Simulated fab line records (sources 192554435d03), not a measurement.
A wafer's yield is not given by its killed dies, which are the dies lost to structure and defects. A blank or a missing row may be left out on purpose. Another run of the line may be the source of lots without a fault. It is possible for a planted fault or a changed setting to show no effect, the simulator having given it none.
Chamber matching :: flow n5 finfet :: 4 sister chambers for N5_ILD0_CMP_03 on cmp-01
The step polishes, stops on SiNx, t overpolish 1.9 s, target thk 197.38 nm. 8 wafers are shown with their chamber, then 7 later ones without.

== EACH WAFER AND ITS CHAMBER ==
wafer: L079.1
chamber: 3
motor current A (A): 13.6
time to endpoint s (s): 72

wafer: L082.1
chamber: 3
motor current A (A): 13.8
time to endpoint s (s): 77

wafer: L082.4
chamber: 1
motor current A (A): 10.7
time to endpoint s (s): 70

wafer: L084.1
chamber: 2
motor current A (A): 13.7
time to endpoint s (s): 70

wafer: L084.4
chamber: 0
motor current A (A): 11.1
time to endpoint s (s): 76

wafer: L085.1
chamber: 1
motor current A (A): 10.9
time to endpoint s (s): 66

wafer: L085.2
chamber: 2
motor current A (A): 13.3
time to endpoint s (s): 67

wafer: L085.3
chamber: 0
motor current A (A): 10.6
time to endpoint s (s): 72

== WAFERS WHOSE CHAMBER IS MISSING ==
wafer: L087.2
motor current A (A): 9.9
time to endpoint s (s): 66

wafer: L087.3
motor current A (A): 13.9
time to endpoint s (s): 68

wafer: L087.4
motor current A (A): 13.1
time to endpoint s (s): 67

wafer: L091.1
motor current A (A): 14.0
time to endpoint s (s): 71

wafer: L094.2
motor current A (A): 13.6
time to endpoint s (s): 68

wafer: L094.3
motor current A (A): 13.6
time to endpoint s (s): 73

wafer: L097.2
motor current A (A): 10.7
time to endpoint s (s): 77

== EACH ONE'S CHAMBER ==
wafer: L087.2
from the rows above: can't be placed: 1 or 0
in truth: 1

wafer: L087.3
from the rows above: can't be placed: 2 or 3
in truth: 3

wafer: L087.4
from the rows above: can't be placed: 2 or 3
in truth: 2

wafer: L091.1
from the rows above: can't be placed: 3 or 2
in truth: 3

wafer: L094.2
from the rows above: can't be placed: 2 or 3
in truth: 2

wafer: L094.3
from the rows above: can't be placed: 3 or 2
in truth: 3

wafer: L097.2
from the rows above: can't be placed: 0 or 1
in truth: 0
0 of 7 placed correctly. Not placeable from these rows: 7 (in 7, the candidates include the true chamber). Wrongly placed: 0.
How it was worked out, from the rows above alone: a wafer's distance from a chamber is the root of the sum, over the readings, of the square of ((its reading less the chamber's mean) divided by the reading's scatter). The wafer belongs to the nearest chamber; if the next one is less than 2 further off, it can't be placed. Each chamber's mean is taken over the wafers shown for it. The scatter: the root of (the sum of the squares of (reading less its chamber's mean) over the shown wafers, divided by (wafers less chambers)).
